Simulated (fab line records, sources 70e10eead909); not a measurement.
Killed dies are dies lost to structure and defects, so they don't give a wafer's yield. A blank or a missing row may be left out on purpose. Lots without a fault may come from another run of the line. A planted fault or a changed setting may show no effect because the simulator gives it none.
Chamber matching | flow nand_harc | NHARC_A_STAIRCASE_ALD_415 on ald_hk-02: 4 sister chambers
The step deposits SiO2, target thk 30 nm, pulse time 6 s, ald cycles 300. 4 wafers are shown with their chamber, then 7 later ones without.

WAFERS WITH THEIR CHAMBER
wafer  | chamber | heater_power_w (W)
L082.2 | 2       | 503
L087.5 | 1       | 506
L089.2 | 3       | 407
L089.4 | 0       | 552

WAFERS WITHOUT THEIR CHAMBER
wafer  | heater_power_w (W)
L089.6 | 549
L090.1 | 499
L090.4 | 494
L090.5 | 490
L091.1 | 555
L091.2 | 405
L091.3 | 482

WHICH CHAMBER EACH WENT THROUGH
wafer  | from the rows above     | in truth
L089.6 | 0                       | 0
L090.1 | can't be placed: 2 or 1 | 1
L090.4 | can't be placed: 2 or 1 | 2
L090.5 | can't be placed: 2 or 1 | 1
L091.1 | 0                       | 0
L091.2 | 3                       | 3
L091.3 | can't be placed: 2 or 1 | 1
Placed correctly: 3 of 7. Can't be placed from these rows: 4 (the true chamber is among the candidates in 4). Placed wrongly: 0.
How it was worked out, from the rows above alone: a wafer's distance from a chamber is the root of the sum, over the readings, of the square of ((its reading less the chamber's mean) divided by the reading's scatter). The wafer belongs to the nearest chamber; if the next one is less than 2 further off, it can't be placed. A chamber's mean is the mean of its shown wafers. The scatter: with one shown wafer a chamber, the root of the mean of the squares of how far each hidden wafer lies from its nearest shown one.
